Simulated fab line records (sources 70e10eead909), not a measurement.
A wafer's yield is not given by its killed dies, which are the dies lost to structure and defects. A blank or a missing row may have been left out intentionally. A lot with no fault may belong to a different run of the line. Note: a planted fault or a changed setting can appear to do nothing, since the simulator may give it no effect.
Problem report in the 8D (eight disciplines) form, filled by code | flow nand-harc | the parts of the form that need people (team, actions taken, sign-off) are left out

## 1. THE PROBLEM
At NHARC_END_SORT_01, killed-dies averages 378 over 2 wafers from 2 lots, while fault-free wafers read 66, standard deviation 22. That is +14 standard deviations from the usual mean.
The first sign was on wafer L346.3 at day 31 14:22, on prober-02. Wafers with a number at this step in the record: 36, from 12 lots. By rule, "out" or "out of limits" means more than 4 standard deviations away from the usual mean. All remaining wafers that have a number are taken as sound.

## 2. WHAT IT IS, AND WHAT IT ISN'T
question                    | is                           | is not
which readings at this step | killed-dies, killed-at-array | killed-at-other, killed-at-periphery, killed-open, killed-short
which lots                  | L346, L347                   | L329, L330, L331, L334, L335, L338, L339, L341, L348, L349
which wafers of those lots  | L346.3, L347.2               | L346.2, L346.4, L347.3, L347.4
read on which gauges        | prober-02                    | prober-01
when                        | from day 31 14:22            | up to then (25 sound wafers); but 9 sound wafers of L346, L347, L348, L349 came after

## 3. SUSPECTS, AND WHAT RULES EACH OUT
Counting: a tool at a process step up to the reading stays a suspect if it ran every lot that is out. Sound lots after the first of them don't rule it out here, since some wafers of a struck lot are sound.
- the gauge at NHARC_END_SORT_01 is ruled out. All the wafers that are out were read on prober-02, but those of them that NHARC_A_CONTACT_ETCH_90 has rows for are out there too, on other tools.
- rie-diel-11 at NHARC_A_CONTACT_ETCH_90 (etches the open film in CH3F/O2, target depth 40 nm, time 85.7 s): kept. It ran every lot that is out, first L346 (day 28 21:44); its last sound lot up to then is L335 (day 24 04:11). Its own readings are out on those wafers: oes-product-au.
- At NHARC_A_CONTACT_ETCH_90, inside rie-diel-11: chamber 0 took the wafers that are out, while their sound lot-mates went through chambers 1, 2, 3.
Left after counting: rie-diel-11 at NHARC_A_CONTACT_ETCH_90.

## 4. THE CAUSE (what the simulator had put in)
rie-diel-11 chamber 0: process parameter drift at NHARC_A_CONTACT_ETCH_90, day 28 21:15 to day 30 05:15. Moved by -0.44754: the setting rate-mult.
Only this tool survived the counting.

## 5. THE CHAIN OF EFFECTS, in route order
Rows list readings where the struck wafers' mean (over those with a number) sits beyond 3 standard deviations from the usual. Scope: only readings with a usual standard deviation given in the record; hours: median across lots of the time from each lot's start at the first step in this table that gives one to its start at this step; sigmas: change in usual standard deviations.
hours | step                    | reading         | usual     | on struck wafers | change | sigmas
0     | NHARC_A_CONTACT_ETCH_90 | oes-product-au  | 0.95 a.u. | 0.70             | -0.25  | -7.3
69    | NHARC_END_SORT_01       | killed-at-array | 61        | 374              | +312   | +14
69    | NHARC_END_SORT_01       | killed-dies     | 66        | 378              | +312   | +14
Its process steps:
- NHARC_A_CONTACT_ETCH_90: etches the open film in CH3F/O2, target depth 40 nm, time 85.7 s.

## 6. WHAT WOULD HAVE CAUGHT IT SOONER
The first out-of-limits reading at a measuring or inspecting step in this record came at day 31 14:22, 65 hours after the fault's start at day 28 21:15.
Tool's own readings at NHARC_A_CONTACT_ETCH_90, oes-product-au: out on all struck wafers the step has rows for; an alarm limit on them would have tripped on the first.
By day 31 14:22, every lot that is out (2) had started NHARC_A_CONTACT_ETCH_90 on rie-diel-11. A hold on the tool at that time would have spared none of them.
